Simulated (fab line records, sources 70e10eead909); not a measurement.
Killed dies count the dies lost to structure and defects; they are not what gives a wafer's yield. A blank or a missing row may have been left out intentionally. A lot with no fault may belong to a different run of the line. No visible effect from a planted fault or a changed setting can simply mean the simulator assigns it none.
Chamber matching :: flow nand-harc :: 4 sister chambers for NHARC_A_BONDPAD_CMP_19 on cmp-01
The step polishes, t overpolish 30 s, cu recess touch 16 s, target thk 169.82 nm. 16 wafers are shown with their chamber, then 8 later ones without.

## WAFERS WITH THEIR CHAMBER
wafer: L074.4
chamber: 2
motor-current-A (A): 10.8
overpolish-run-s (s): 29.993

wafer: L074.5
chamber: 0
motor-current-A (A): 13.0
overpolish-run-s (s): 30.003

wafer: L074.6
chamber: 3
motor-current-A (A): 11.8
overpolish-run-s (s): 30.018

wafer: L078.1
chamber: 0
motor-current-A (A): 12.2
overpolish-run-s (s): 30.002

wafer: L078.3
chamber: 3
motor-current-A (A): 12.1
overpolish-run-s (s): 30.011

wafer: L078.6
chamber: 2
motor-current-A (A): 10.3
overpolish-run-s (s): 29.998

wafer: L080.2
chamber: 1
motor-current-A (A): 12.9
overpolish-run-s (s): 30.004

wafer: L080.3
chamber: 0
motor-current-A (A): 12.2
overpolish-run-s (s): 29.993

wafer: L080.6
chamber: 3
motor-current-A (A): 11.7
overpolish-run-s (s): 29.996

wafer: L083.1
chamber: 1
motor-current-A (A): 11.6
overpolish-run-s (s): 30.002

wafer: L083.2
chamber: 0
motor-current-A (A): 12.5
overpolish-run-s (s): 29.991

wafer: L083.4
chamber: 3
motor-current-A (A): 12.5
overpolish-run-s (s): 29.993

wafer: L088.3
chamber: 0
motor-current-A (A): 13.0
overpolish-run-s (s): 29.984

wafer: L088.5
chamber: 3
motor-current-A (A): 11.6
overpolish-run-s (s): 30.010

wafer: L088.6
chamber: 0
motor-current-A (A): 12.1
overpolish-run-s (s): 30.000

wafer: L091.1
chamber: 3
motor-current-A (A): 12.0
overpolish-run-s (s): 29.990

SIGNATURES, as means of the wafers listed above
reading: motor-current-A
chamber 0: 12.500
chamber 1: 12.250
chamber 2: 10.550
chamber 3: 11.950
scatter within a chamber: 0.442

reading: overpolish-run-s
chamber 0: 29.99550
chamber 1: 30.00300
chamber 2: 29.99550
chamber 3: 30.00300
scatter within a chamber: 0.00889
Rule: distance of a wafer from a chamber = root of the sum over the readings of ((wafer's reading minus chamber's mean) / reading's scatter) squared. The wafer belongs to the nearest chamber; if the next one is less than 2 further off, it can't be placed. The scatter is the square root of a quotient: the sum, over the shown wafers, of each reading's squared deviation from its chamber's mean, divided by wafers minus chambers.

## WAFERS WITH NO CHAMBER GIVEN
wafer: L091.3
motor-current-A (A): 11.8
overpolish-run-s (s): 30.005

wafer: L091.5
motor-current-A (A): 12.1
overpolish-run-s (s): 30.011

wafer: L090.1
motor-current-A (A): 11.7
overpolish-run-s (s): 30.000

wafer: L090.2
motor-current-A (A): 11.3
overpolish-run-s (s): 30.014

wafer: L090.6
motor-current-A (A): 11.5
overpolish-run-s (s): 30.007

wafer: L095.1
motor-current-A (A): 12.2
overpolish-run-s (s): 30.007

wafer: L095.3
motor-current-A (A): 11.6
overpolish-run-s (s): 29.984

wafer: L095.6
motor-current-A (A): 11.5
overpolish-run-s (s): 29.998

## THE CHAMBER EACH PASSED THROUGH
wafer: L091.3
from the rows above: can't be placed: 3 or 1 or 0
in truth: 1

wafer: L091.5
from the rows above: can't be placed: 1 or 3 or 0
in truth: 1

wafer: L090.1
from the rows above: can't be placed: 3 or 1 or 0 or 2
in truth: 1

wafer: L090.2
from the rows above: can't be placed: 3 or 1 or 2 or 0
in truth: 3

wafer: L090.6
from the rows above: can't be placed: 3 or 1 or 2 or 0
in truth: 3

wafer: L095.1
from the rows above: can't be placed: 1 or 3 or 0
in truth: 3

wafer: L095.3
from the rows above: can't be placed: 3 or 0 or 1 or 2
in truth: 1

wafer: L095.6
from the rows above: can't be placed: 3 or 1 or 2 or 0
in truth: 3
0 of 8 placed correctly. Cannot be placed on the basis of these rows: 8; the candidates contain the true chamber in 8. 0 placed wrongly.
